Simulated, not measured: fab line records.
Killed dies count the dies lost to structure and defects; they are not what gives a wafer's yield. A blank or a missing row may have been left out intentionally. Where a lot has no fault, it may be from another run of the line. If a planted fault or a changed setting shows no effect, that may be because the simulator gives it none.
Which tool did it? ; flow nand-harc ; route of 1302 steps, sampled at 1 step: 7 lots, 19 wafers

## WHAT THE GAUGES READ, wafer by wafer
NHARC_A_SOURCE_PLATE_INSPECT_08.
lot;measured;on;raw-defect-count
L563;day 8 01:52;defect-inspect-01;88 84 103
L565;day 9 00:06;defect-inspect-01;48 77 80
L571;day 11 13:49;defect-inspect-01;37 40
L573;day 12 16:41;defect-inspect-01;86 35
L579;day 14 18:16;defect-inspect-01;47 65 48
L582;day 16 02:10;defect-inspect-01;68 34 94
L583;day 16 22:04;defect-inspect-02;41 35 37

## EACH LOT AND THE TOOL THAT RAN IT (in order: tool; ch and the chambers of the sampled wafers; start)
No process step before these readings appears in the record.

## THE ANSWER, worked out from the rows above alone
Rule: what is usual is taken from the lots themselves. The widest of any qualifying gaps counts: lots, ordered by their means at a reading, are off when they make up no more than a third of the lots, leave a main group of 4 or more, and stand apart from it by 3 or more times the standard deviation of that group's means. A main group is skipped when, at the precision printed for the reading in the tables above, its means are all equal. A lot without any number at a reading at which 4 lots or more have one is off too. All remaining lots with rows at the step are treated as sound.
None of the lots is off at any reading shown; this tells nothing.

## WHAT THE SIMULATOR PUT IN
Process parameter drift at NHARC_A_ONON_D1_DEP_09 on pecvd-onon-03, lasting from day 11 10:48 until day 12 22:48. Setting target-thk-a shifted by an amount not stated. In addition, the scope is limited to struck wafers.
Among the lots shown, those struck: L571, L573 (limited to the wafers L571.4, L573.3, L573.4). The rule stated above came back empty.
